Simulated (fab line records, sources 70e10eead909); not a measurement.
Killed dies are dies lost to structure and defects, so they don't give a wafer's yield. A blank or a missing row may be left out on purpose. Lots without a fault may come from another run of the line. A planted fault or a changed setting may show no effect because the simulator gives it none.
fab line records | flow nand_harc
record lots=13 wafers=39 last_day=33
route steps=1302 shown P_BONDPAD@370 A_ZERO_WELL@406 END@1302
lots that met no fault: from a run of the same line without faults
start_h: hours from the record's first day to the start of the lot's first wafer shown | wait_h: hours since the lot's step before | " the same as in the row above | L1.1+2: a row that stands for several wafers | - no value, or no start given | * or withheld: withheld | < > ~ a bound
route shown NAME@n: a module of which the file shows steps, and the number in the route of the first | usual: mean/standard deviation of fault-free wafers | same: alike in all rows | chamber/n: place in a boat | sites: the reading at each site | _std_site: their standard deviation | _edge_site: outer sites' mean less inner sites' | radius_mm: how far each site lies from the wafer's centre | mask NAME#n: copy n | behind: the tool/chamber that last shaped the wafer | hold: why the lot was held/for how many hours/how that ended | device: the transistor (n, p or np) that didn't switch | end of line: the same wafers' tests at the end of the route | a step without rows: its recipe alone | killed: dies lost to structure and defects at the first sort, not the wafer's yield | map: a wafer's dies, x killed, . not, _ none there
set.NAME: the setting as run; set.NAME@STEP: as run at that earlier step | model.NAME: the simulator's own value behind a step, which no gauge read
steps of the route over a sample of lots; a table a step, a row a wafer
services: from which hour (start_h, from the record's first day; less than 0 if before it) a tool's chamber was out of use, for how many hours, and why
## steps
# step NHARC_P_BONDPAD_CD_MEAS_13
# usual cd_nm=500.2/1.7
# columns lot.wafer tool chamber start_h wait_h cd_nm
L352.2 cd_sem-01 - 155.04 - 499.0
L352.3 " - " " 500.6
L352.4 " - " " 501.2
L353.3 cd_sem-03 - 167.71 - 500.4
L353.4 " - " " 501.3
L353.5 " - " " 497.8
L354.2 cd_sem-03 - 172.99 - 501.7
L354.3 " - " " 499.7
L354.6 " - " " 501.6
L355.1 cd_sem-02 - 189.20 - 500.3
L355.2 " - " " 500.7
L355.6 " - " " 500.2
L357.1 cd_sem-01 - 204.99 - 502.2
L357.4 " - " " 498.0
L357.6 " - " " 500.8
L358.2 cd_sem-02 - 217.03 - 500.4
L358.5 " - " " 498.6
L358.6 " - " " 498.4
L359.2 cd_sem-01 - 227.82 - 500.6
L359.4 " - " " 500.6
L359.6 " - " " 498.6
L361.1 cd_sem-02 - 244.21 - 499.7
L361.4 " - " " 502.3
L361.5 " - " " 502.9
L367.2 cd_sem-03 - 300.38 - 500.3
L367.3 " - " " 498.9
L367.5 " - " " 498.3
L369.1 cd_sem-02 - 323.42 - 498.8
L369.2 " - " " 497.9
L369.3 " - " " 497.6
L371.3 cd_sem-02 - 355.51 - 500.9
L371.5 " - " " 499.1
L371.6 " - " " 500.6
L372.2 cd_sem-03 - 358.89 - 498.3
L372.3 " - " " 499.8
L372.6 " - " " 499.2
L373.3 cd_sem-01 - 365.60 - 499.8
L373.5 " - " " 500.9
L373.6 " - " " 500.1
# step NHARC_P_BONDPAD_STRIP_15
# recipe o2_flow_sccm=500 ar_flow_sccm=0 bias_w=0 chemistry=O2
# usual drypump_motor_current_A=5.7/0.44 oes_product_au=1.000/0.0073 rf_vpp_V=58.0/0.85 showerhead_plenum_p_Torr=3.58/0.17 throttle_valve_pct=17.037/0.0092
# columns lot.wafer tool chamber start_h wait_h drypump_motor_current_A oes_product_au rf_hours_counter_h rf_vpp_V showerhead_plenum_p_Torr throttle_valve_pct
L352.4 rie_diel-02 3 155.11 0.1 5.0 0.997 4.4 57.7 3.68 17.057
L352.3 " 1 " " 5.4 1.003 4.6 58.8 3.77 17.036
L352.2 " 2 " " 5.8 0.999 4.2 58.5 3.79 17.049
L353.4 rie_diel-06 2 167.80 0.1 5.1 0.986 2.1 57.8 3.33 17.039
L353.3 " 3 " " 6.0 0.986 1.7 56.9 3.61 17.024
L353.5 " 2 " " 5.1 1.000 - 58.6 3.33 17.042
L354.3 rie_diel-06 1 173.06 0.1 5.7 1.007 2.3 59.8 3.77 17.038
L354.2 " 2 " " 5.1 0.995 2.3 56.9 3.33 17.039
L354.6 " 2 " " 5.1 1.005 - 58.3 3.33 17.027
L355.2 rie_diel-06 1 189.30 0.1 5.7 1.000 3.5 58.7 3.77 17.021
L355.1 " 2 " " 5.1 1.000 3.1 57.5 3.33 17.036
L355.6 " 1 " " 5.8 1.013 - 58.6 3.77 17.043
L357.1 rie_diel-06 3 205.10 0.1 6.0 1.001 3.5 58.3 3.61 17.055
L357.4 " 0 " " 5.6 1.008 3.6 58.9 3.33 17.028
L357.6 " 1 " " 5.8 1.006 - 57.7 3.77 17.034
L358.2 rie_diel-06 3 217.15 0.1 6.0 0.997 4.5 58.6 3.61 17.043
L358.6 " 0 " " 5.6 1.005 - 56.8 3.33 17.041
L358.5 " 1 " " 5.8 1.008 - 57.9 3.77 17.040
L359.4 rie_diel-13 2 227.91 0.1 5.1 1.004 2.0 57.8 3.51 17.027
L359.2 " 0 " " 6.5 1.000 1.9 56.9 3.60 17.048
L359.6 " 2 " " 5.1 1.009 - 56.8 3.52 17.044
L361.1 rie_diel-02 1 244.30 0.1 5.4 1.000 1.0 58.4 3.77 17.043
L361.4 " 3 " " 5.0 0.993 - 58.4 3.67 17.024
L361.5 " 2 " " 5.8 0.998 - 57.6 3.79 17.048
L367.3 rie_diel-02 3 300.49 0.1 5.0 1.008 4.3 57.6 3.67 17.030
L367.2 " 0 " " 5.8 0.997 3.1 59.4 3.55 17.048
L367.5 " 1 " " 5.4 0.987 - 57.6 3.77 17.032
L369.3 rie_diel-13 2 323.50 0.1 5.1 0.997 3.4 57.7 3.51 17.028
L369.2 " 3 " " 6.3 0.989 3.4 58.2 3.66 17.032
L369.1 " 1 " " 5.5 1.006 2.9 58.0 3.72 17.035
L371.3 rie_diel-13 0 355.62 0.1 6.5 0.992 0.2 57.0 3.60 17.039
L371.6 " 1 " " 5.6 0.998 - 60.0 3.72 17.060
L371.5 " 3 " " 6.3 0.990 - 59.4 3.66 17.034
L372.3 rie_diel-06 1 358.99 0.1 5.8 0.992 4.5 58.7 3.76 17.031
L372.2 " 2 " " 5.1 1.004 4.2 57.3 3.32 17.035
L372.6 " 0 " " 5.6 1.001 - 57.0 3.32 17.033
L373.3 rie_diel-06 1 365.70 0.1 5.8 0.992 5.6 57.6 3.76 17.037
L373.5 " 3 " " 6.0 0.997 - 57.2 3.61 17.037
L373.6 " 0 " " 5.6 0.995 - 58.6 3.32 17.052
# step NHARC_P_BONDPAD_PRE_CLEAN_26
# recipe time_s=30 temp_c=280 gas=H2/He
# usual heater_power_w=419/32
# same time_s=30
# columns lot.wafer tool chamber start_h wait_h heater_power_w
L352.4 pvd_sputter-01 - - - 481
L352.2 " - " " 462
L352.3 " - " " 382
L353.3 pvd_sputter-03 - - - 470
L353.4 " - " " 413
L353.5 " - " " 421
L354.2 pvd_sputter-01 - - - 478
L354.3 " - " " 462
L354.6 " - " " 476
L355.1 pvd_sputter-02 - - - 402
L355.2 " - " " 389
L355.6 " - " " 403
L357.1 pvd_sputter-01 - - - 406
L357.4 " - " " 368
L357.6 " - " " 404
L358.2 pvd_sputter-03 - - - 410
L358.6 " - " " 415
L358.5 " - " " 411
L359.2 pvd_sputter-03 - - - 408
L359.4 " - " " 451
L359.6 " - " " 471
L361.1 pvd_sputter-01 - - - 469
L361.4 " - " " 448
L361.5 " - " " 456
L367.3 pvd_sputter-02 - - - 407
L367.2 " - " " 396
L367.5 " - " " 416
L369.1 pvd_sputter-03 - - - 374
L369.3 " - " " 420
L369.2 " - " " 410
L371.3 pvd_sputter-02 - - - 399
L371.5 " - " " 391
L371.6 " - " " 419
L372.2 pvd_sputter-02 - - - 401
L372.3 " - " " 386
L372.6 " - " " 413
L373.3 pvd_sputter-03 - - - 471
L373.6 " - " " 404
L373.5 " - " " 462
# step NHARC_A_ZERO_WELL_STRIP_14
# recipe time_s=900 temp_c=130 chemistry=SPM
# same time_s=900
# columns lot.wafer tool chamber start_h wait_h
L352.3+4+2 wet_bench-09 1,2,5 159.17 -
L353.5+4+3 wet_bench-09 3,5,7 171.68 -
L354.2+3+6 wet_bench-05 4,6,0 177.52 -
L355.2+6+1 wet_bench-04 5,6,7 193.21 -
L357.1+4+6 wet_bench-09 4,6,7 208.95 -
L358.2+6+5 wet_bench-05 2,3,5 221.13 -
L359.6+4+2 wet_bench-09 7,2,4 231.99 -
L361.5+4+1 wet_bench-04 4,5,7 248.52 -
L367.2+5+3 wet_bench-09 0,1,3 304.32 -
L369.3+1+2 wet_bench-04 1,5,6 327.48 -
L371.6+3+5 wet_bench-05 6,0,1 359.98 -
L372.2+3+6 wet_bench-05 4,6,0 362.95 -
L373.3+6+5 wet_bench-09 0,3,5 369.66 -
# step NHARC_A_ZERO_WELL_INSPECT_17
# usual raw_defect_count=13/6.9
# columns lot.wafer tool chamber start_h wait_h raw_defect_count
L352.2 defect_inspect-01 - 160.11 0.1 18
L352.3 " - " " 13
L352.4 " - " " 21
L353.3 defect_inspect-01 - 172.63 0.1 3
L353.4 " - " " 6
L353.5 " - " " 5
L354.2 defect_inspect-02 - 178.46 0.1 11
L354.3 " - " " 14
L354.6 " - " " 18
L355.1 defect_inspect-02 - 194.15 0.2 24
L355.2 " - " " 12
L355.6 " - " " 10
L357.1 defect_inspect-01 - 209.91 0.2 15
L357.4 " - " " 16
L357.6 " - " " 33
L358.2 defect_inspect-01 - 222.09 0.1 9
L358.5 " - " " 1
L358.6 " - " " 8
L359.2 defect_inspect-01 - 232.98 0.1 10
L359.4 " - " " 30
L359.6 " - " " 14
L361.1 defect_inspect-01 - 249.46 0.2 7
L361.4 " - " " 4
L361.5 " - " " 3
L367.2 defect_inspect-02 - 305.27 0.1 1382
L367.3 " - " " 10
L367.5 " - " " 11
L369.1 defect_inspect-02 - 328.48 0.2 11
L369.2 " - " " 18
L369.3 " - " " 12
L371.3 defect_inspect-02 - 361.01 0.1 8
L371.5 " - " " 10
L371.6 " - " " 20
L372.2 defect_inspect-01 - 363.97 0.1 13
L372.3 " - " " 15
L372.6 " - " " 16
L373.3 defect_inspect-01 - 370.61 0.1 10
L373.5 " - " " 3
L373.6 " - " " 4
# step NHARC_END_SORT_01
# recipe temp_c=25
# usual killed_at_array=52/20 killed_at_other=1.0/1.3 killed_at_periphery=3.7/2.2 killed_dies=57/20 killed_open=3.2/1.6 killed_short=2.4/1.6
# same gross_dies=677
# columns lot.wafer tool chamber start_h wait_h killed_at_array killed_at_other killed_at_periphery killed_dies killed_open killed_short
L367.2 prober-01 0 727.73 2.8 101 1 6 108 3 1
# killed by level:class
L367.2 A_SLIT:chamber_film_flake=36 A_ZERO_WELL:unspecified=28 A_CHANNEL_HOLE_D1:chamber_film_flake=25 A_CHANNEL_FILL_D1:chamber_film_flake=3 A_STAIRCASE:chamber_film_flake=3 A_CONTACT:chamber_film_flake=3 P_STI:chamber_film_flake=2 P_CONTACT:chamber_film_flake=2
## services
# columns tool chamber start_h hours kind
rie_diel-13 - 133.42 0.2 repair
rie_diel-06 2 137.75 3.1 repair
pvd_sputter-02 - 155.32 0.9 repair
pvd_sputter-03 - 156.91 4.6 repair
pvd_sputter-02 - 161.48 2.3 repair
rie_diel-13 - 165.00 9.0 pm
pvd_sputter-03 - 170.01 10.0 pm
wet_bench-09 - 176.84 8.0 pm
rie_diel-06 0 183.10 6.7 repair
pvd_sputter-02 - 215.15 4.0 repair
rie_diel-02 - 216.70 9.0 pm
pvd_sputter-01 - 226.00 10.0 pm
wet_bench-04 - 227.20 8.0 pm
pvd_sputter-03 - 231.56 1.0 repair
rie_diel-06 2 250.17 1.4 repair
wet_bench-05 - 260.80 8.0 pm
pvd_sputter-02 - 289.35 10.0 pm
pvd_sputter-03 - 298.60 0.5 repair
rie_diel-06 - 307.26 9.0 pm
pvd_sputter-02 - 311.29 4.4 repair
wet_bench-05 - 338.73 2.0 repair
pvd_sputter-03 - 345.84 1.0 repair
pvd_sputter-03 - 348.01 10.0 pm
wet_bench-09 - 352.84 8.0 pm
## key
first_sign step=NHARC_A_ZERO_WELL_INSPECT_17 reading=raw_defect_count direction=up sigmas=99+ usual=13 struck=1382
effect none on later readings
met_at NHARC_A_ZERO_WELL_STRIP_14
struck_lots L367
struck_wafers L367.2
tester_left_out L367
not_acting_at NHARC_P_BONDPAD_CD_MEAS_13,NHARC_P_BONDPAD_STRIP_15,NHARC_P_BONDPAD_PRE_CLEAN_26
fault kind=chamber_particle_source tool=wet_bench-09 chamber=0 onset_h=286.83 steps=NHARC_A_ZERO_WELL_STRIP_14 rate_per_visit_cm2=2.0909 end_h=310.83
# tester_left_out: of these lots the tester's yield and bins aren't shown, on N5 and GAA mostly nor the transistor test; their killed dies are dies lost to structure and defects alone, not to doping, threshold or leakage, so they don't give the yield
